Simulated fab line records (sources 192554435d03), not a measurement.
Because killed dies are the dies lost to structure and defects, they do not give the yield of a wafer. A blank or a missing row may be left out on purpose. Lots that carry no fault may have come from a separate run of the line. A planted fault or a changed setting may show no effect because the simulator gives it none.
fab line records	flow n5Finfet
record lots=24	wafers=72	lastDay=24
route steps=1938 shown BEOL_M15@1814 MIM_TOP@1835
lots that met no fault: taken from a fault-free run of the same line
startH: start of the lot's first displayed wafer, in hours after the record's first day	waitH: time in hours since the lot's previous step	" same as the row above	L1.1+2: several wafers, shown together as one row	- no value, or no start given	* or withheld: withheld	< > ~ a bound
route shown NAME@n: names a module that has steps shown in the file, with the first one's number in the route	usual: the fault-free wafers' mean and standard deviation	same: alike in all rows	chamber/n: place in a boat	sites: each site's reading	_std_site: standard deviation across them	_edge_site: inner sites' mean taken away from outer sites' mean	radiusMm: how far each site lies from the wafer's centre	mask NAME#n: copy n	behind: tool/chamber where the wafer was last shaped	hold: why the lot went on hold/how many hours it stayed there/how the hold came to an end	device: transistor that didn't switch, given as n, p or np	end of line: the route-end tests of the same wafers	a step without rows: its recipe alone	killed: not the wafer's yield, but the dies lost to structure and defects at the first sort	map: the dies of a wafer, with x for killed, . for not killed, _ for no die there
set.NAME: setting as actually run; set.NAME@STEP: the setting as run at that earlier step	model.NAME: the simulator's own value behind a step, which no gauge read
one table for each step of the route and one row for each wafer, over a sample of lots
services: a tool's chamber out of use, with start hour (startH, from the record's first day; less than 0 if before it), hours out, and reason
## steps
# step N5_BEOL_M15_ETCH_38
# recipe chemistry=CF4/N2	target=SiCN	targetDepthA=1064	taperDeg=2	timeS=120.5	ionEnergyEv=150	maskMaterial=SiO2	pressureMtorr=40	sourceW=430	biasW=70	Ar_flow_sccm=100	cf4FlowSccm=60	n2FlowSccm=60
# usual biasW=70.02/0.21	drypumpMotorCurrentA=5.6/0.37	oesProductAu=0.82/0.083	rfFwdPowerW=428.6/1.3	rfVppV=381.4/1.5	showerheadPlenumPTorr=2.17/0.044	throttleValvePct=15.28/0.14
lot.wafer	tool	chamber	startH	waitH	biasW	drypumpMotorCurrentA	oesProductAu	rfFwdPowerW	rfHoursCounterH	rfVppV	showerheadPlenumPTorr	throttleValvePct
L075.1	rieDiel-01	0	-	-	69.65	5.0	0.69	430.0	189	378.3	2.11	15.30
L075.4	"	2	"	"	70.17	6.1	0.81	428.9	92	382.5	2.22	15.35
L075.6	"	3	"	"	70.42	6.2	0.83	428.1	-	383.0	2.21	15.14
L078.2	rieDiel-05	2	-	-	69.73	5.7	0.69	428.8	216	381.0	2.19	15.44
L078.4	"	1	"	"	70.05	5.9	0.87	429.2	33	382.6	2.16	15.16
L078.6	"	0	"	"	70.14	5.3	0.91	427.8	-	379.8	2.16	15.16
L077.2	rieDiel-05	3	-	-	69.81	5.9	0.91	427.1	48	380.6	2.16	15.16
L077.3	"	1	"	"	69.89	5.9	0.88	428.5	37	381.5	2.15	15.19
L077.6	"	0	"	"	69.80	5.3	0.91	428.2	-	379.6	2.16	15.18
L079.1	rieDiel-04	3	-	-	70.33	5.8	0.67	427.7	243	380.7	2.19	15.43
L079.2	"	0	"	"	69.92	5.3	0.74	429.3	130	386.6	2.31	15.64
L079.3	"	1	"	"	69.73	5.4	0.93	427.1	15	380.2	2.18	15.39
L074.2	rieDiel-04	1	-	-	70.03	5.4	0.92	428.1	16	381.9	2.18	15.41
L074.4	"	3	"	"	69.73	5.8	0.67	428.4	245	383.4	2.19	15.44
L074.5	"	2	"	"	69.81	5.1	0.91	428.4	-	383.5	2.25	15.14
L080.1	rieDiel-04	3	-	-	70.45	5.9	0.67	430.1	248	382.6	2.19	15.43
L080.5	"	3	"	"	69.84	5.8	0.68	428.9	-	379.5	2.19	15.45
L080.6	"	0	"	"	69.85	5.3	0.74	429.4	-	384.2	2.30	15.65
L084.1	rieDiel-05	3	-	-	70.24	5.9	0.89	427.2	58	381.3	2.15	15.20
L084.2	"	1	"	"	70.10	5.9	0.86	429.0	46	379.7	2.15	15.20
L084.3	"	2	"	"	70.18	5.7	0.68	428.6	230	382.8	2.18	15.46
L076.2	rieDiel-05	1	-	-	69.99	5.9	0.85	428.6	54	380.8	2.15	15.21
L076.4	"	2	"	"	69.96	5.7	0.68	427.7	237	381.3	2.18	15.47
L076.6	"	1	"	"	69.88	5.9	0.84	430.4	-	380.8	2.15	15.23
L081.2	rieDiel-05	0	-	-	69.96	5.3	0.86	429.0	45	380.2	2.15	15.21
L081.3	"	3	"	"	70.16	5.9	0.87	427.5	71	379.9	2.15	15.22
L081.5	"	0	"	"	69.68	5.3	0.86	429.7	-	380.1	2.15	15.22
L083.1	rieDiel-05	2	-	-	69.93	5.7	0.68	428.5	242	381.2	2.18	15.49
L083.3	"	1	"	"	69.97	5.9	0.84	428.3	59	381.8	2.15	15.22
L083.4	"	0	"	"	70.25	5.3	0.86	428.3	46	381.8	2.15	15.21
L082.1	rieDiel-04	3	-	-	70.10	5.9	0.92	427.0	7	380.4	2.18	14.98
L082.5	"	2	"	"	69.89	5.1	0.87	429.4	-	382.5	2.25	15.17
L082.6	"	3	"	"	70.11	5.8	0.93	426.2	-	381.5	2.18	14.98
L085.1	rieDiel-01	0	-	-	70.15	5.0	0.68	429.1	216	379.0	2.10	15.33
L085.4	"	3	"	"	70.06	6.2	0.82	429.8	94	383.0	2.20	15.17
L085.5	"	1	"	"	69.98	5.6	0.71	429.0	-	380.9	2.20	15.43
L086.2	rieDiel-04	0	-	-	70.04	5.3	0.73	428.2	153	385.2	2.30	15.69
L086.3	"	2	"	"	70.37	5.1	0.86	429.1	46	383.9	2.24	15.18
L086.4	"	3	"	"	70.23	5.8	0.92	428.1	9	381.3	2.18	14.99
L091.2	rieDiel-01	0	-	-	70.11	5.0	0.67	429.0	219	379.8	2.10	15.34
L091.4	"	2	"	"	69.97	6.2	0.78	426.5	122	384.2	2.21	15.39
L091.5	"	2	"	"	69.96	6.1	0.77	427.0	-	384.1	2.21	15.39
L090.2	rieDiel-01	0	-	-	70.01	5.0	0.67	429.1	221	379.7	2.10	15.34
L090.5	"	3	"	"	70.04	6.2	0.80	427.6	-	382.7	2.20	15.19
L090.6	"	2	"	"	69.99	6.2	0.78	426.5	-	382.0	2.21	15.40
L087.2	rieDiel-05	3	-	-	69.68	5.9	0.86	427.9	77	379.2	2.15	15.24
L087.4	"	3	"	"	69.94	5.9	0.86	428.4	-	378.8	2.15	15.23
L087.6	"	1	"	"	70.18	5.9	0.83	428.8	-	382.2	2.14	15.22
L088.3	rieDiel-05	1	-	-	69.84	5.9	0.84	429.3	68	380.2	2.14	15.24
L088.4	"	0	"	"	70.25	5.3	0.85	429.1	-	381.4	2.15	15.23
L088.5	"	3	"	"	70.35	5.9	0.85	429.8	-	380.4	2.15	15.25
L089.2	rieDiel-05	0	-	-	70.09	5.3	0.85	427.9	51	381.5	2.15	15.24
L089.4	"	3	"	"	69.77	5.9	0.85	429.4	-	380.9	2.15	15.25
L089.5	"	0	"	"	69.70	5.3	0.85	427.9	-	380.5	2.15	15.22
L092.2	rieDiel-05	3	-	-	70.34	5.9	0.86	425.9	84	379.7	2.15	15.23
L092.3	"	1	"	"	70.04	5.9	0.82	427.8	72	381.9	2.14	15.26
L092.4	"	0	"	"	70.36	5.3	0.85	429.9	-	381.2	2.15	15.23
L095.4	rieDiel-01	0	-	-	69.97	5.0	0.67	424.8	229	378.8	2.09	15.36
L095.5	"	0	"	"	69.86	5.0	0.67	426.9	-	379.9	2.10	15.35
L095.6	"	3	"	"	70.02	6.2	0.80	427.3	-	381.3	2.20	15.21
L093.2	rieDiel-05	1	-	-	69.65	5.9	0.82	429.6	76	380.9	2.14	15.27
L093.3	"	2	"	"	70.15	5.7	0.99	428.1	2	381.3	2.17	15.02
L093.4	"	3	"	"	69.98	5.9	0.84	428.1	88	381.7	2.14	15.27
L094.3	rieDiel-05	3	-	-	70.24	5.9	0.85	428.2	92	381.0	2.14	15.25
L094.4	"	0	"	"	69.90	5.3	0.85	429.3	62	380.1	2.15	15.24
L094.6	"	1	"	"	69.88	5.9	0.81	428.5	-	379.7	2.14	15.26
L097.1	rieDiel-01	1	-	-	69.83	5.6	0.69	427.6	208	382.9	2.19	15.47
L097.4	"	3	"	"	70.44	6.2	0.79	429.8	116	382.2	2.20	15.21
L097.6	"	0	"	"	69.80	5.0	0.66	430.6	-	379.8	2.09	15.36
L096.1	rieDiel-05	3	-	-	69.88	5.9	0.85	428.2	94	380.6	2.14	15.27
L096.2	"	1	"	"	70.57	5.9	0.81	428.1	82	379.1	2.14	15.27
L096.6	"	1	"	"	69.88	5.9	0.82	430.2	-	379.4	2.14	15.28
# step N5_BEOL_M15_DEGAS_41
# recipe ambient=vacuum	tempC=300	timeS=60
# usual heaterPowerW=466/42	susceptorTempC=300.02/0.16
lot.wafer	tool	chamber	startH	waitH	heaterPowerW	susceptorTempC
L075.1	pvdSputter-03	-	394.04	0.6	452	299.93
L075.4	"	-	"	"	487	300.07
L075.6	"	-	"	"	407	300.08
L078.2	pvdSputter-01	-	403.72	0.2	527	299.85
L078.4	"	-	"	"	474	299.98
L078.6	"	-	"	"	470	299.88
L077.2	pvdSputter-02	-	426.16	0.3	501	300.01
L077.3	"	-	"	"	469	300.14
L077.6	"	-	"	"	426	300.00
L079.1	pvdSputter-03	-	442.20	0.7	488	299.95
L079.2	"	-	"	"	492	300.03
L079.3	"	-	"	"	456	300.29
L074.2	pvdSputter-03	-	449.20	0.2	459	300.24
L074.4	"	-	"	"	404	299.94
L074.5	"	-	"	"	391	300.07
L080.1	pvdSputter-02	-	457.35	0.0	424	300.01
L080.5	"	-	"	"	479	299.95
L080.6	"	-	"	"	509	299.88
L084.1	pvdSputter-03	-	457.45	0.0	453	299.88
L084.2	"	-	"	"	403	300.09
L084.3	"	-	"	"	483	299.88
L076.2	pvdSputter-02	-	479.19	0.3	516	299.84
L076.4	"	-	"	"	417	299.70
L076.6	"	-	"	"	514	299.89
L081.2	pvdSputter-01	-	491.25	0.2	475	299.64
L081.3	"	-	"	"	535	300.06
L081.5	"	-	"	"	474	300.08
L083.1	pvdSputter-03	-	493.32	0.7	464	299.87
L083.3	"	-	"	"	410	300.24
L083.4	"	-	"	"	404	299.78
L082.1	pvdSputter-02	-	493.97	0.4	516	300.09
L082.5	"	-	"	"	474	300.01
L082.6	"	-	"	"	497	300.26
L085.1	pvdSputter-03	-	494.04	0.3	456	299.87
L085.4	"	-	"	"	400	299.80
L085.5	"	-	"	"	472	300.07
L086.2	pvdSputter-01	-	503.81	0.3	458	299.81
L086.3	"	-	"	"	490	300.21
L086.4	"	-	"	"	527	299.76
L091.2	pvdSputter-02	-	504.23	0.4	506	300.23
L091.4	"	-	"	"	510	299.82
L091.5	"	-	"	"	515	300.12
L090.2	pvdSputter-01	-	508.05	0.4	478	300.01
L090.5	"	-	"	"	521	299.69
L090.6	"	-	"	"	473	300.25
L087.2	pvdSputter-03	-	508.15	0.4	481	300.15
L087.4	"	-	"	"	456	299.61
L087.6	"	-	"	"	418	299.95
L088.3	pvdSputter-03	-	517.39	0.3	395	300.06
L088.4	"	-	"	"	483	300.01
L088.5	"	-	"	"	502	300.19
L089.2	pvdSputter-01	-	517.68	0.2	526	300.19
L089.4	"	-	"	"	479	299.78
L089.5	"	-	"	"	486	299.97
L092.2	pvdSputter-03	-	527.08	0.1	396	300.03
L092.3	"	-	"	"	472	300.05
L092.4	"	-	"	"	490	299.95
L095.4	pvdSputter-03	-	534.56	0.7	453	300.07
L095.5	"	-	"	"	406	300.11
L095.6	"	-	"	"	454	300.13
L093.2	pvdSputter-01	-	535.45	0.2	484	300.11
L093.3	"	-	"	"	405	300.18
L093.4	"	-	"	"	536	300.02
L094.3	pvdSputter-02	-	548.69	0.2	530	299.99
L094.4	"	-	"	"	474	300.20
L094.6	"	-	"	"	431	300.22
L097.1	pvdSputter-01	-	559.05	0.1	455	300.03
L097.4	"	-	"	"	543	300.31
L097.6	"	-	"	"	533	299.99
L096.1	pvdSputter-03	-	559.13	0.1	409	300.22
L096.2	"	-	"	"	464	299.91
L096.6	"	-	"	"	408	300.27
# step N5_BEOL_M15_SPUTTER_43
# recipe material=TaN	targetThkA=150	tempC=50	biasV=168.6	powerW=15000	chamberPressurePa=0.12	timeS=24.19
# usual susceptorTempC=50.00/0.12	throttleValvePct=29.9/1.1
lot.wafer	tool	chamber	startH	waitH	susceptorTempC	throttleValvePct
L075.1	pvdSputter-03	-	394.12	0.0	50.03	30.0
L075.4	"	-	"	"	50.24	31.0
L075.6	"	-	"	"	49.84	29.8
L078.2	pvdSputter-01	-	403.80	0.0	50.01	29.0
L078.4	"	-	"	"	50.12	27.2
L078.6	"	-	"	"	50.07	28.6
L077.2	pvdSputter-02	-	426.24	0.0	50.11	31.5
L077.3	"	-	"	"	50.25	30.2
L077.6	"	-	"	"	50.14	30.0
L079.1	pvdSputter-03	-	442.28	0.0	49.95	30.8
L079.2	"	-	"	"	50.03	29.7
L079.3	"	-	"	"	49.93	30.0
L074.2	pvdSputter-03	-	449.28	0.0	50.02	30.0
L074.4	"	-	"	"	49.94	29.8
L074.5	"	-	"	"	50.02	29.7
L080.1	pvdSputter-02	-	457.43	0.0	49.88	30.0
L080.5	"	-	"	"	50.19	30.4
L080.6	"	-	"	"	49.96	31.2
L084.1	pvdSputter-03	-	457.53	0.0	50.10	29.8
L084.2	"	-	"	"	50.08	29.6
L084.3	"	-	"	"	50.08	30.7
L076.2	pvdSputter-02	-	479.27	0.0	50.09	31.0
L076.4	"	-	"	"	49.98	30.1
L076.6	"	-	"	"	49.94	31.2
L081.2	pvdSputter-01	-	491.33	0.0	50.11	28.5
L081.3	"	-	"	"	50.00	28.9
L081.5	"	-	"	"	50.12	28.8
L083.1	pvdSputter-03	-	493.40	0.0	50.10	30.1
L083.3	"	-	"	"	49.97	29.7
L083.4	"	-	"	"	50.08	29.4
L082.1	pvdSputter-02	-	494.05	0.0	49.98	31.2
L082.5	"	-	"	"	49.82	30.0
L082.6	"	-	"	"	49.95	31.1
L085.1	pvdSputter-03	-	494.12	0.0	49.99	29.7
L085.4	"	-	"	"	49.96	29.5
L085.5	"	-	"	"	50.02	29.8
L086.2	pvdSputter-01	-	503.89	0.0	49.89	28.5
L086.3	"	-	"	"	50.01	27.2
L086.4	"	-	"	"	49.83	28.9
L091.2	pvdSputter-02	-	504.31	0.0	49.76	31.0
L091.4	"	-	"	"	49.96	31.3
L091.5	"	-	"	"	49.85	31.3
L090.2	pvdSputter-01	-	508.13	0.0	49.97	27.2
L090.5	"	-	"	"	49.85	28.9
L090.6	"	-	"	"	50.02	28.8
L087.2	pvdSputter-03	-	508.23	0.0	50.08	30.6
L087.4	"	-	"	"	49.85	29.8
L087.6	"	-	"	"	49.92	29.9
L088.3	pvdSputter-03	-	517.47	0.0	49.91	29.4
L088.4	"	-	"	"	50.10	30.8
L088.5	"	-	"	"	49.90	29.9
L089.2	pvdSputter-01	-	517.76	0.0	49.99	28.9
L089.4	"	-	"	"	50.12	28.5
L089.5	"	-	"	"	49.93	27.3
L092.2	pvdSputter-03	-	527.16	0.0	50.12	29.8
L092.3	"	-	"	"	50.06	30.0
L092.4	"	-	"	"	50.05	30.0
L095.4	pvdSputter-03	-	534.64	0.0	49.92	29.9
L095.5	"	-	"	"	50.18	29.7
L095.6	"	-	"	"	50.07	30.1
L093.2	pvdSputter-01	-	535.53	0.0	50.00	28.4
L093.3	"	-	"	"	49.88	31.3
L093.4	"	-	"	"	49.62	28.8
L094.3	pvdSputter-02	-	548.77	0.0	49.92	31.3
L094.4	"	-	"	"	50.24	30.3
L094.6	"	-	"	"	49.78	29.8
L097.1	pvdSputter-01	-	559.13	0.0	50.02	27.5
L097.4	"	-	"	"	50.05	29.0
L097.6	"	-	"	"	49.97	29.2
L096.1	pvdSputter-03	-	559.21	0.0	49.89	30.0
L096.2	"	-	"	"	49.92	29.9
L096.6	"	-	"	"	49.93	29.9
# step N5_BEOL_M15_INSPECT_55
# recipe inspectInstrument=darkfield	mode=postDep
# usual rawDefectCount=77/27
lot.wafer	tool	chamber	startH	waitH	rawDefectCount
L075.1	defectInspect-01	-	395.52	0.0	77
L075.4	"	-	"	"	71
L075.6	"	-	"	"	68
L078.2	defectInspect-01	-	405.11	0.0	84
L078.4	"	-	"	"	117
L078.6	"	-	"	"	110
L077.2	defectInspect-02	-	427.50	0.0	57
L077.3	"	-	"	"	36
L077.6	"	-	"	"	58
L079.1	defectInspect-01	-	443.69	0.0	52
L079.2	"	-	"	"	74
L079.3	"	-	"	"	71
L074.2	defectInspect-02	-	450.55	0.0	108
L074.4	"	-	"	"	99
L074.5	"	-	"	"	135
L080.1	defectInspect-02	-	458.72	0.0	63
L080.5	"	-	"	"	42
L080.6	"	-	"	"	64
L084.1	defectInspect-02	-	458.96	0.0	59
L084.2	"	-	"	"	59
L084.3	"	-	"	"	80
L076.2	defectInspect-01	-	480.58	0.0	107
L076.4	"	-	"	"	98
L076.6	"	-	"	"	57
L081.2	defectInspect-02	-	492.60	0.0	67
L081.3	"	-	"	"	96
L081.5	"	-	"	"	69
L083.1	defectInspect-01	-	494.66	0.0	71
L083.3	"	-	"	"	116
L083.4	"	-	"	"	82
L082.1	defectInspect-02	-	495.34	0.0	63
L082.5	"	-	"	"	53
L082.6	"	-	"	"	68
L085.1	defectInspect-01	-	496.48	0.0	85
L085.4	"	-	"	"	53
L085.5	"	-	"	"	78
L086.2	defectInspect-01	-	505.43	0.0	81
L086.3	"	-	"	"	84
L086.4	"	-	"	"	94
L091.2	defectInspect-02	-	505.57	0.0	69
L091.4	"	-	"	"	75
L091.5	"	-	"	"	111
L090.2	defectInspect-01	-	509.41	0.0	86
L090.5	"	-	"	"	101
L090.6	"	-	"	"	64
L087.2	defectInspect-01	-	509.68	0.0	37
L087.4	"	-	"	"	73
L087.6	"	-	"	"	71
L088.3	defectInspect-02	-	518.83	0.0	44
L088.4	"	-	"	"	54
L088.5	"	-	"	"	55
L089.2	defectInspect-02	-	519.28	0.0	82
L089.4	"	-	"	"	97
L089.5	"	-	"	"	76
L092.2	defectInspect-02	-	528.42	0.0	114
L092.3	"	-	"	"	127
L092.4	"	-	"	"	63
L095.4	defectInspect-01	-	535.94	0.0	101
L095.5	"	-	"	"	129
L095.6	"	-	"	"	156
L093.2	defectInspect-01	-	537.02	0.0	96
L093.3	"	-	"	"	108
L093.4	"	-	"	"	81
L094.3	defectInspect-02	-	550.36	0.0	62
L094.4	"	-	"	"	55
L094.6	"	-	"	"	58
L097.1	defectInspect-02	-	560.40	0.0	56
L097.4	"	-	"	"	57
L097.6	"	-	"	"	53
L096.1	defectInspect-01	-	560.49	0.0	103
L096.2	"	-	"	"	62
L096.6	"	-	"	"	112
# step N5_MIM_TOP_ALD_01
# recipe material=HfO2	targetThkA=56	tempC=withheld	aldPrecursorFamily=Hf-amide	aldCoReactant=O3	pulseTimeS=1	purgeTimeS=3	coReactantPurgeTimeS=2	coReactantPulseTimeS=3	aldCycles=62
# usual precursorPulseHeightRel=1.001/0.02
lot.wafer	tool	chamber	startH	waitH	precursorPulseHeightRel
L075.1	aldHk-02	1	-	-	1.015
L075.4	"	2	"	"	1.005
L075.6	"	2	"	"	1.012
L078.2	aldHk-01	3	-	-	1.003
L078.4	"	2	"	"	1.018
L078.6	"	3	"	"	0.989
L077.2	aldHk-03	2	-	-	0.988
L077.3	"	1	"	"	1.031
L077.6	"	3	"	"	0.990
L079.1	aldHk-02	2	-	-	1.025
L079.2	"	3	"	"	1.017
L079.3	"	1	"	"	1.010
L074.2	aldHk-01	1	-	-	1.028
L074.4	"	2	"	"	0.974
L074.5	"	0	"	"	1.004
L080.1	aldHk-03	3	-	-	0.980
L080.5	"	0	"	"	1.001
L080.6	"	3	"	"	1.043
L084.1	aldHk-02	1	-	-	1.006
L084.2	"	0	"	"	0.989
L084.3	"	3	"	"	0.997
L076.2	aldHk-02	0	-	-	1.011
L076.4	"	3	"	"	1.024
L076.6	"	1	"	"	0.996
L081.2	aldHk-03	2	-	-	1.009
L081.3	"	1	"	"	1.007
L081.5	"	3	"	"	0.980
L083.1	aldHk-01	2	-	-	0.956
L083.3	"	3	"	"	0.987
L083.4	"	0	"	"	0.993
L082.1	aldHk-03	3	-	-	0.988
L082.5	"	2	"	"	1.028
L082.6	"	1	"	"	0.975
L085.1	aldHk-01	0	-	-	0.991
L085.4	"	3	"	"	0.989
L085.5	"	2	"	"	0.956
L086.2	aldHk-03	0	-	-	1.042
L086.3	"	2	"	"	1.020
L086.4	"	1	"	"	1.004
L091.2	aldHk-01	1	-	-	1.004
L091.4	"	0	"	"	1.004
L091.5	"	1	"	"	1.009
L090.2	aldHk-03	0	-	-	1.010
L090.5	"	1	"	"	0.940
L090.6	"	2	"	"	0.997
L087.2	aldHk-01	2	-	-	1.011
L087.4	"	3	"	"	0.981
L087.6	"	2	"	"	1.011
L088.3	aldHk-01	0	-	-	1.024
L088.4	"	1	"	"	0.996
L088.5	"	0	"	"	1.007
L089.2	aldHk-03	1	-	-	0.996
L089.4	"	2	"	"	0.997
L089.5	"	3	"	"	1.012
L092.2	aldHk-01	2	-	-	0.992
L092.3	"	0	"	"	0.987
L092.4	"	3	"	"	1.003
L095.4	aldHk-01	1	-	-	1.006
L095.5	"	0	"	"	1.002
L095.6	"	1	"	"	1.009
L093.2	aldHk-02	3	-	-	1.022
L093.3	"	2	"	"	0.988
L093.4	"	1	"	"	1.005
L094.3	aldHk-03	0	-	-	0.992
L094.4	"	2	"	"	0.987
L094.6	"	1	"	"	0.989
L097.1	aldHk-01	1	-	-	0.986
L097.4	"	0	"	"	0.999
L097.6	"	0	"	"	0.995
L096.1	aldHk-02	1	-	-	1.007
L096.2	"	2	"	"	1.010
L096.6	"	2	"	"	1.028
# step N5_MIM_TOP_ALD_02
# recipe material=Al2O3	targetThkA=*	tempC=withheld	aldPrecursorFamily=TMA	aldCoReactant=O3	pulseTimeS=withheld	purgeTimeS=3	coReactantPurgeTimeS=withheld	coReactantPulseTimeS=3	aldCycles=withheld
# usual precursorPulseHeightRel=0.999/0.018
lot.wafer	tool	chamber	startH	waitH	precursorPulseHeightRel
L075.1	aldHk-02	1	-	-	1.038
L075.4	"	2	"	"	0.991
L075.6	"	2	"	"	0.985
L078.2	aldHk-01	3	-	-	1.001
L078.4	"	2	"	"	1.001
L078.6	"	3	"	"	0.995
L077.2	aldHk-03	2	-	-	1.035
L077.3	"	1	"	"	1.013
L077.6	"	3	"	"	0.998
L079.1	aldHk-02	2	-	-	0.983
L079.2	"	3	"	"	0.977
L079.3	"	1	"	"	0.984
L074.2	aldHk-01	1	-	-	0.985
L074.4	"	2	"	"	0.995
L074.5	"	0	"	"	0.976
L080.1	aldHk-03	3	-	-	0.978
L080.5	"	0	"	"	0.991
L080.6	"	3	"	"	0.990
L084.1	aldHk-02	1	-	-	1.019
L084.2	"	0	"	"	1.012
L084.3	"	3	"	"	0.989
L076.2	aldHk-02	0	-	-	0.982
L076.4	"	3	"	"	0.971
L076.6	"	1	"	"	1.025
L081.2	aldHk-03	2	-	-	0.987
L081.3	"	1	"	"	1.033
L081.5	"	3	"	"	0.967
L083.1	aldHk-01	2	-	-	0.995
L083.3	"	3	"	"	0.996
L083.4	"	0	"	"	1.023
L082.1	aldHk-03	3	-	-	1.016
L082.5	"	2	"	"	0.996
L082.6	"	1	"	"	0.997
L085.1	aldHk-01	0	-	-	0.997
L085.4	"	3	"	"	1.026
L085.5	"	2	"	"	0.996
L086.2	aldHk-03	0	-	-	0.985
L086.3	"	2	"	"	0.987
L086.4	"	1	"	"	1.018
L091.2	aldHk-01	1	-	-	1.025
L091.4	"	0	"	"	0.996
L091.5	"	1	"	"	1.016
L090.2	aldHk-03	0	-	-	0.990
L090.5	"	1	"	"	0.982
L090.6	"	2	"	"	0.985
L087.2	aldHk-01	2	-	-	1.022
L087.4	"	3	"	"	0.980
L087.6	"	2	"	"	0.994
L088.3	aldHk-01	0	-	-	0.969
L088.4	"	1	"	"	1.002
L088.5	"	0	"	"	1.007
L089.2	aldHk-03	1	-	-	1.010
L089.4	"	2	"	"	0.973
L089.5	"	3	"	"	1.015
L092.2	aldHk-01	2	-	-	1.005
L092.3	"	0	"	"	1.010
L092.4	"	3	"	"	0.992
L095.4	aldHk-01	1	-	-	0.990
L095.5	"	0	"	"	1.008
L095.6	"	1	"	"	0.976
L093.2	aldHk-02	3	-	-	0.991
L093.3	"	2	"	"	0.995
L093.4	"	1	"	"	0.979
L094.3	aldHk-03	0	-	-	0.975
L094.4	"	2	"	"	1.004
L094.6	"	1	"	"	1.012
L097.1	aldHk-01	1	-	-	1.005
L097.4	"	0	"	"	0.976
L097.6	"	0	"	"	0.996
L096.1	aldHk-02	1	-	-	0.989
L096.2	"	2	"	"	1.001
L096.6	"	2	"	"	0.991
## services
tool	chamber	startH	hours	kind
rieDiel-04	1	371.06	-	clean
rieDiel-04	1	371.06	-	consumableReplace:focusRing
rieDiel-04	1	371.06	16.2	scheduledDown
rieDiel-01	3	402.03	14.8	repair
rieDiel-01	0	408.18	3.1	repair
rieDiel-01	3	422.49	3.5	repair
pvdSputter-01	-	437.89	2.9	repair
aldHk-02	-	438.39	3.0	repair
rieDiel-01	-	452.31	14.6	pm
pvdSputter-01	-	460.30	2.2	repair
pvdSputter-01	-	466.61	5.2	repair
rieDiel-01	-	467.94	2.8	pm
rieDiel-01	1	471.75	9.3	repair
rieDiel-01	3	475.74	4.3	repair
aldHk-02	-	506.12	28.1	pm
aldHk-03	-	512.43	8.7	pm
rieDiel-05	2	513.48	-	clean
rieDiel-05	2	513.48	-	consumableReplace:focusRing
rieDiel-05	2	513.48	16.4	scheduledDown
rieDiel-05	2	513.48	16.4	ventCycle
pvdSputter-02	-	521.97	3.5	repair
rieDiel-04	1	534.87	3.4	repair
aldHk-02	-	544.18	2.8	repair
pvdSputter-01	-	545.81	1.4	repair
## key
fault none
